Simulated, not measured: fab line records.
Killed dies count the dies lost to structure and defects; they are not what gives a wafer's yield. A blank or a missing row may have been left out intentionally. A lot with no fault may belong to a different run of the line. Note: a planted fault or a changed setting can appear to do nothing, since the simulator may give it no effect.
Which tool was responsible? :: flow nand-harc :: 11 lots, 33 wafers sampled, at 6 steps of a route of 1302

WHAT THE GAUGES READ, wafer by wafer
NHARC_A_M0_OVL_MEAS_10: pitch 160 nm. Usual: overlay-x-nm 0.0 nm, standard deviation 0.71; overlay-y-nm 0.0 nm, standard deviation 0.89.
lot: L537
measured: day 23 23:16
on: overlay-01
overlay-x-nm (nm): -1.6 -1.3 -1.5
overlay-y-nm (nm): 2.0 2.2 2.5
flag: 

lot: L540
measured: day 24 09:50
on: overlay-01
overlay-x-nm (nm): -0.1 0.2 -0.3
overlay-y-nm (nm): 0.6 1.0 0.4
flag: 

lot: L541
measured: day 25 18:44
on: overlay-01
overlay-x-nm (nm): 0.3 -0.3 -0.1
overlay-y-nm (nm): -0.7 -0.5 -0.4
flag: 

lot: L542
measured: day 25 20:04
on: overlay-01
overlay-x-nm (nm): 1.3 1.2 0.8
overlay-y-nm (nm): -0.4 -1.0 -0.6
flag: 

lot: L544
measured: day 26 08:23
on: overlay-02
overlay-x-nm (nm): -0.9 -0.8 -0.9
overlay-y-nm (nm): 1.2 0.3 -0.1
flag: 

lot: L547
measured: day 27 16:47
on: overlay-02
overlay-x-nm (nm): -0.4 -0.3 -0.8
overlay-y-nm (nm): 0.4 0.0 0.3
flag: 

lot: L548
measured: day 29 13:29
on: overlay-02
overlay-x-nm (nm): 0.5 0.3 0.9
overlay-y-nm (nm): 0.6 0.7 0.4
flag: 

lot: L554
measured: day 30 15:16
on: overlay-02
overlay-x-nm (nm): 14.0 13.6 13.6
overlay-y-nm (nm): -1.4 -0.7 -0.8
flag: OFF

lot: L558
measured: day 32 13:29
on: overlay-02
overlay-x-nm (nm): 0.4 0.9 0.5
overlay-y-nm (nm): -0.7 -0.7 -1.1
flag: 

lot: L555
measured: day 32 18:09
on: overlay-01
overlay-x-nm (nm): 0.7 0.4 0.5
overlay-y-nm (nm): -0.2 0.2 -0.1
flag: 

lot: L557
measured: day 32 21:29
on: overlay-01
overlay-x-nm (nm): 13.7 13.8 13.7
overlay-y-nm (nm): -0.6 -0.7 -0.6
flag: OFF

NHARC_END_SORT_01. Usual: value, then standard deviation, for each; defect-limited-yield 90.7 % / 3; killed-at-array 58 / 20; killed-at-other 0.9 / 1.4; killed-at-periphery 4 / 3.1; killed-dies 63 / 20; killed-open 3.3 / 1.8; killed-short 2.4 / 1.5.
lot: L548
measured: day 31 04:09
on: prober-01
defect-limited-yield (%): 90.0 90.0 88.5
killed-at-array: 64 62 74
killed-at-other: 1 0 1
killed-at-periphery: 3 6 3
killed-dies: 68 68 78
killed-open: 5 2 4
killed-short: 4 0 4
flag: 

TOOL THAT RAN EACH LOT (tool first, then ch and the chambers of the sampled wafers, then the start)
lot: L537
NHARC_A_BLC_ETCH_17: rie-diel-07 ch 0,2,3, day 23 23:02 or earlier
NHARC_A_M0_EXPOSE_06: arfi-scanner-02 ch 0, day 23 23:02
NHARC_A_M0_ETCH_34: rie-diel-03 ch 0,1,3, day 23 23:27
NHARC_A_M0_PRE_CLEAN_29: pvd-sputter-01, no start

lot: L540
NHARC_A_BLC_ETCH_17: rie-diel-01 ch 0,1,3, day 24 09:37 or earlier
NHARC_A_M0_EXPOSE_06: arfi-scanner-03 ch 0, day 24 09:37
NHARC_A_M0_ETCH_34: rie-diel-03 ch 1,2,3, day 24 23:41
NHARC_A_M0_PRE_CLEAN_29: pvd-sputter-02, no start

lot: L541
NHARC_A_BLC_ETCH_17: rie-diel-09 ch 0,1, day 25 18:31 or earlier
NHARC_A_M0_EXPOSE_06: arfi-scanner-03 ch 0, day 25 18:31
NHARC_A_M0_ETCH_34: rie-diel-11 ch 1,2,3, day 25 18:56
NHARC_A_M0_PRE_CLEAN_29: pvd-sputter-02, no start

lot: L542
NHARC_A_BLC_ETCH_17: rie-diel-09 ch 1,3, day 25 19:50 or earlier
NHARC_A_M0_EXPOSE_06: arfi-scanner-02 ch 0, day 25 19:50
NHARC_A_M0_ETCH_34: rie-diel-11 ch 0,2,3, day 25 20:14
NHARC_A_M0_PRE_CLEAN_29: pvd-sputter-01, no start

lot: L544
NHARC_A_BLC_ETCH_17: rie-diel-07 ch 0,1, day 26 08:10 or earlier
NHARC_A_M0_EXPOSE_06: arfi-scanner-03 ch 0, day 26 08:10
NHARC_A_M0_ETCH_34: rie-diel-02 ch 1,3, day 26 08:34
NHARC_A_M0_PRE_CLEAN_29: pvd-sputter-01, no start

lot: L547
NHARC_A_BLC_ETCH_17: rie-diel-07 ch 0,2,3, day 27 16:34 or earlier
NHARC_A_M0_EXPOSE_06: arfi-scanner-01 ch 0, day 27 16:34
NHARC_A_M0_ETCH_34: rie-diel-02 ch 1,3, day 27 16:59
NHARC_A_M0_PRE_CLEAN_29: pvd-sputter-03, no start

lot: L548
NHARC_A_BLC_ETCH_17: rie-diel-07 ch 0,2, day 29 13:16 or earlier
NHARC_A_M0_EXPOSE_06: arfi-scanner-03 ch 0, day 29 13:16
NHARC_A_M0_ETCH_34: rie-diel-02 ch 0,3, day 29 13:41
NHARC_A_M0_PRE_CLEAN_29: pvd-sputter-03, day 31 04:09 or earlier

lot: L554
NHARC_A_BLC_ETCH_17: rie-diel-07 ch 0,1,2, day 30 15:03 or earlier
NHARC_A_M0_EXPOSE_06: arfi-scanner-03 ch 0, day 30 15:03
NHARC_A_M0_ETCH_34: rie-diel-03 ch 1,2, day 30 15:28
NHARC_A_M0_PRE_CLEAN_29: pvd-sputter-01, no start

lot: L558
NHARC_A_BLC_ETCH_17: rie-diel-07 ch 0,2, day 32 13:16 or earlier
NHARC_A_M0_EXPOSE_06: arfi-scanner-02 ch 0, day 32 13:16
NHARC_A_M0_ETCH_34: rie-diel-11 ch 0,2, day 32 13:41
NHARC_A_M0_PRE_CLEAN_29: pvd-sputter-02, no start

lot: L555
NHARC_A_BLC_ETCH_17: rie-diel-09 ch 0,1,2, day 32 17:56 or earlier
NHARC_A_M0_EXPOSE_06: arfi-scanner-01 ch 0, day 32 17:56
NHARC_A_M0_ETCH_34: rie-diel-02 ch 1,2,3, day 32 18:20
NHARC_A_M0_PRE_CLEAN_29: pvd-sputter-03, no start

lot: L557
NHARC_A_BLC_ETCH_17: rie-diel-07 ch 1,3, day 32 21:16 or earlier
NHARC_A_M0_EXPOSE_06: arfi-scanner-03 ch 0, day 32 21:16
NHARC_A_M0_ETCH_34: rie-diel-02 ch 0,2, day 32 21:40
NHARC_A_M0_PRE_CLEAN_29: pvd-sputter-02, no start
- NHARC_A_BLC_ETCH_17: etches the open film in N2/H2, target depth 390 nm, time 609.38 s.
- NHARC_A_M0_EXPOSE_06: exposes mask A M0, target cd 80 nm.
- NHARC_A_M0_ETCH_34: etches the open film in N2/H2, target depth 40 nm, overetch 12 nm, time 43.94 s.
- NHARC_A_M0_PRE_CLEAN_29: time 30 s.

AS READ BY THE TOOLS THEMSELVES (means over the sampled wafers that have a number; for cases with no such wafer, the mark the record gives instead)
NHARC_A_BLC_ETCH_17. Usual: value, then standard deviation, for each; drypump-motor-current-A 5.8 A / 0.43; mfc-ar-sccm 0.004 sccm / 0.0087; oes-product-au 0.997 a.u. / 0.008; rf-fwd-power-W 399.5 W / 1.4; rf-vpp-V 429.6 V / 1.9; showerhead-plenum-p-Torr 2.00 Torr / 0.063; throttle-valve-pct 14.171 % / 0.0089.
lot: L537
tool: rie-diel-07
drypump-motor-current-A (A): 5.5
mfc-ar-sccm (sccm): 0.002
oes-product-au (a.u.): 1.000
rf-fwd-power-W (W): 399.2
rf-vpp-V (V): 430.8
showerhead-plenum-p-Torr (Torr): 2.01
throttle-valve-pct (%): 14.174
flag: 

lot: L540
tool: rie-diel-01
drypump-motor-current-A (A): 5.8
mfc-ar-sccm (sccm): 0.017
oes-product-au (a.u.): 1.001
rf-fwd-power-W (W): 399.5
rf-vpp-V (V): 430.4
showerhead-plenum-p-Torr (Torr): 2.00
throttle-valve-pct (%): 14.174
flag: 

lot: L541
tool: rie-diel-09
drypump-motor-current-A (A): 6.0
mfc-ar-sccm (sccm): 0.017
oes-product-au (a.u.): 1.006
rf-fwd-power-W (W): 399.4
rf-vpp-V (V): 431.8
showerhead-plenum-p-Torr (Torr): 2.07
throttle-valve-pct (%): 14.171
flag: 

lot: L542
tool: rie-diel-09
drypump-motor-current-A (A): 5.9
mfc-ar-sccm (sccm): 0.008
oes-product-au (a.u.): 1.005
rf-fwd-power-W (W): 400.4
rf-vpp-V (V): 429.2
showerhead-plenum-p-Torr (Torr): 1.97
throttle-valve-pct (%): 14.179
flag: 

lot: L544
tool: rie-diel-07
drypump-motor-current-A (A): 6.0
mfc-ar-sccm (sccm): 0.000
oes-product-au (a.u.): 0.997
rf-fwd-power-W (W): 399.0
rf-vpp-V (V): 429.7
showerhead-plenum-p-Torr (Torr): 2.00
throttle-valve-pct (%): 14.166
flag: 

lot: L547
tool: rie-diel-07
drypump-motor-current-A (A): 5.5
mfc-ar-sccm (sccm): 0.002
oes-product-au (a.u.): 0.992
rf-fwd-power-W (W): 399.4
rf-vpp-V (V): 429.4
showerhead-plenum-p-Torr (Torr): 2.01
throttle-valve-pct (%): 14.179
flag: 

lot: L548
tool: rie-diel-07
drypump-motor-current-A (A): 5.6
mfc-ar-sccm (sccm): 0.002
oes-product-au (a.u.): 0.994
rf-fwd-power-W (W): 400.4
rf-vpp-V (V): 429.7
showerhead-plenum-p-Torr (Torr): 2.02
throttle-valve-pct (%): 14.163
flag: 

lot: L554
tool: rie-diel-07
drypump-motor-current-A (A): 5.9
mfc-ar-sccm (sccm): 0.002
oes-product-au (a.u.): 0.996
rf-fwd-power-W (W): 397.9
rf-vpp-V (V): 429.9
showerhead-plenum-p-Torr (Torr): 2.02
throttle-valve-pct (%): 14.174
flag: 

lot: L558
tool: rie-diel-07
drypump-motor-current-A (A): 5.5
mfc-ar-sccm (sccm): 0.004
oes-product-au (a.u.): 1.003
rf-fwd-power-W (W): 399.6
rf-vpp-V (V): 430.9
showerhead-plenum-p-Torr (Torr): 2.03
throttle-valve-pct (%): 14.166
flag: 

lot: L555
tool: rie-diel-09
drypump-motor-current-A (A): 6.0
mfc-ar-sccm (sccm): 0.008
oes-product-au (a.u.): 1.001
rf-fwd-power-W (W): 399.5
rf-vpp-V (V): 429.5
showerhead-plenum-p-Torr (Torr): 2.01
throttle-valve-pct (%): 14.170
flag: 

lot: L557
tool: rie-diel-07
drypump-motor-current-A (A): 5.7
mfc-ar-sccm (sccm): 0.000
oes-product-au (a.u.): 0.986
rf-fwd-power-W (W): 400.5
rf-vpp-V (V): 428.0
showerhead-plenum-p-Torr (Torr): 1.98
throttle-valve-pct (%): 14.169
flag: 

NHARC_A_M0_EXPOSE_06. Usual: 83.4 for exposure-dose-mJ-cm2, sd 0.37.
lot: L537
tool: arfi-scanner-02
exposure-dose-mJ-cm2: 83.1
flag: 

lot: L540
tool: arfi-scanner-03
exposure-dose-mJ-cm2: 83.2
flag: 

lot: L541
tool: arfi-scanner-03
exposure-dose-mJ-cm2: 83.1
flag: 

lot: L542
tool: arfi-scanner-02
exposure-dose-mJ-cm2: 83.2
flag: 

lot: L544
tool: arfi-scanner-03
exposure-dose-mJ-cm2: 83.2
flag: 

lot: L547
tool: arfi-scanner-01
exposure-dose-mJ-cm2: 84.0
flag: 

lot: L548
tool: arfi-scanner-03
exposure-dose-mJ-cm2: 83.2
flag: 

lot: L554
tool: arfi-scanner-03
exposure-dose-mJ-cm2: 83.1
flag: 

lot: L558
tool: arfi-scanner-02
exposure-dose-mJ-cm2: 83.3
flag: 

lot: L555
tool: arfi-scanner-01
exposure-dose-mJ-cm2: 83.9
flag: 

lot: L557
tool: arfi-scanner-03
exposure-dose-mJ-cm2: 83.3
flag: 

NHARC_A_M0_ETCH_34. Usual: value, then standard deviation, for each; drypump-motor-current-A 5.8 A / 0.47; mfc-ar-sccm 0.012 sccm / 0.011; oes-product-au 0.997 a.u. / 0.0081; rf-fwd-power-W 394.6 W / 1.6; rf-vpp-V 429.7 V / 2.3; showerhead-plenum-p-Torr 2.01 Torr / 0.078; throttle-valve-pct 14.172 % / 0.0087.
lot: L537
tool: rie-diel-03
drypump-motor-current-A (A): 5.8
mfc-ar-sccm (sccm): 0.006
oes-product-au (a.u.): 0.993
rf-fwd-power-W (W): 395.4
rf-vpp-V (V): 431.4
showerhead-plenum-p-Torr (Torr): 2.07
throttle-valve-pct (%): 14.175
flag: 

lot: L540
tool: rie-diel-03
drypump-motor-current-A (A): 6.2
mfc-ar-sccm (sccm): 0.006
oes-product-au (a.u.): 0.997
rf-fwd-power-W (W): 395.2
rf-vpp-V (V): 430.0
showerhead-plenum-p-Torr (Torr): 2.04
throttle-valve-pct (%): 14.171
flag: 

lot: L541
tool: rie-diel-11
drypump-motor-current-A (A): 6.1
mfc-ar-sccm (sccm): 0.010
oes-product-au (a.u.): 1.007
rf-fwd-power-W (W): 394.2
rf-vpp-V (V): 428.2
showerhead-plenum-p-Torr (Torr): 1.94
throttle-valve-pct (%): 14.168
flag: 

lot: L542
tool: rie-diel-11
drypump-motor-current-A (A): 5.8
mfc-ar-sccm (sccm): 0.011
oes-product-au (a.u.): 0.995
rf-fwd-power-W (W): 395.5
rf-vpp-V (V): 429.7
showerhead-plenum-p-Torr (Torr): 2.01
throttle-valve-pct (%): 14.183
flag: 

lot: L544
tool: rie-diel-02
drypump-motor-current-A (A): 5.9
mfc-ar-sccm (sccm): 0.015
oes-product-au (a.u.): 0.988
rf-fwd-power-W (W): 394.5
rf-vpp-V (V): 428.9
showerhead-plenum-p-Torr (Torr): 1.98
throttle-valve-pct (%): 14.172
flag: 

lot: L547
tool: rie-diel-02
drypump-motor-current-A (A): 5.5
mfc-ar-sccm (sccm): 0.007
oes-product-au (a.u.): 1.000
rf-fwd-power-W (W): 395.8
rf-vpp-V (V): 430.6
showerhead-plenum-p-Torr (Torr): 2.03
throttle-valve-pct (%): 14.170
flag: 

lot: L548
tool: rie-diel-02
drypump-motor-current-A (A): 6.0
mfc-ar-sccm (sccm): 0.024
oes-product-au (a.u.): 0.998
rf-fwd-power-W (W): 394.7
rf-vpp-V (V): 427.9
showerhead-plenum-p-Torr (Torr): 1.95
throttle-valve-pct (%): 14.172
flag: 

lot: L554
tool: rie-diel-03
drypump-motor-current-A (A): 6.2
mfc-ar-sccm (sccm): 0.004
oes-product-au (a.u.): 1.016
rf-fwd-power-W (W): 395.6
rf-vpp-V (V): 429.1
showerhead-plenum-p-Torr (Torr): 2.00
throttle-valve-pct (%): 14.171
flag: 

lot: L558
tool: rie-diel-11
drypump-motor-current-A (A): 6.0
mfc-ar-sccm (sccm): 0.001
oes-product-au (a.u.): 0.996
rf-fwd-power-W (W): 394.2
rf-vpp-V (V): 429.1
showerhead-plenum-p-Torr (Torr): 1.98
throttle-valve-pct (%): 14.173
flag: 

lot: L555
tool: rie-diel-02
drypump-motor-current-A (A): 5.8
mfc-ar-sccm (sccm): 0.014
oes-product-au (a.u.): 0.993
rf-fwd-power-W (W): 393.8
rf-vpp-V (V): 428.9
showerhead-plenum-p-Torr (Torr): 1.99
throttle-valve-pct (%): 14.165
flag: 

lot: L557
tool: rie-diel-02
drypump-motor-current-A (A): 5.9
mfc-ar-sccm (sccm): 0.022
oes-product-au (a.u.): 0.995
rf-fwd-power-W (W): 393.1
rf-vpp-V (V): 429.2
showerhead-plenum-p-Torr (Torr): 1.97
throttle-valve-pct (%): 14.164
flag: 

NHARC_A_M0_PRE_CLEAN_29. Usual: 395 W for heater-power-w, sd 22.
lot: L537
tool: pvd-sputter-01
heater-power-w (W): 387
flag: 

lot: L540
tool: pvd-sputter-02
heater-power-w (W): 412
flag: 

lot: L541
tool: pvd-sputter-02
heater-power-w (W): 403
flag: 

lot: L542
tool: pvd-sputter-01
heater-power-w (W): 383
flag: 

lot: L544
tool: pvd-sputter-01
heater-power-w (W): 395
flag: 

lot: L547
tool: pvd-sputter-03
heater-power-w (W): 395
flag: 

lot: L548
tool: pvd-sputter-03
heater-power-w (W): 376
flag: 

lot: L554
tool: pvd-sputter-01
heater-power-w (W): 377
flag: 

lot: L558
tool: pvd-sputter-02
heater-power-w (W): 394
flag: 

lot: L555
tool: pvd-sputter-03
heater-power-w (W): 385
flag: 

lot: L557
tool: pvd-sputter-02
heater-power-w (W): 405
flag: 

THE ANSWER, worked out from the rows above alone
Rule: take the mean of a lot's wafers that have a number; if it is more than 3 standard deviations from the usual mean, the lot is off. Also off: a lot with no number at a reading for which 4 or more lots have one. Where the step has rows for the other lots, those lots are counted as sound. Order of review: gauges by route order, followed by the tools' own readings, for which a lot's mean as printed above is used. The first step at which some lot is off is used, and at that step the reading that is off furthest; a lot without a number counts as furthest.
Off, at NHARC_A_M0_OVL_MEAS_10 on overlay-x-nm: L554, L557.
A tool fits if, at a process step before that reading, it ran every lot that is off, and no sound lot after the first of them. Those tools and the gauges at NHARC_A_M0_OVL_MEAS_10 are tried in the same way. NHARC_A_BLC_ETCH_17: start missing for some lots; hours and lot order therefore follow NHARC_A_M0_EXPOSE_06. One fits: arfi-scanner-03 at NHARC_A_M0_EXPOSE_06. Its last sound lot is L548 (day 29 13:16), its first lot that is off L554 (day 30 15:03): a fault that began between those two fits.

WHAT WAS PUT IN BY THE SIMULATOR
Scanner matching overlay: arfi-scanner-03, from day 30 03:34 on, at NHARC_A_M0_EXPOSE_06. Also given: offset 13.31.
Struck lots among those shown: L554, L557. The rule above found the same.
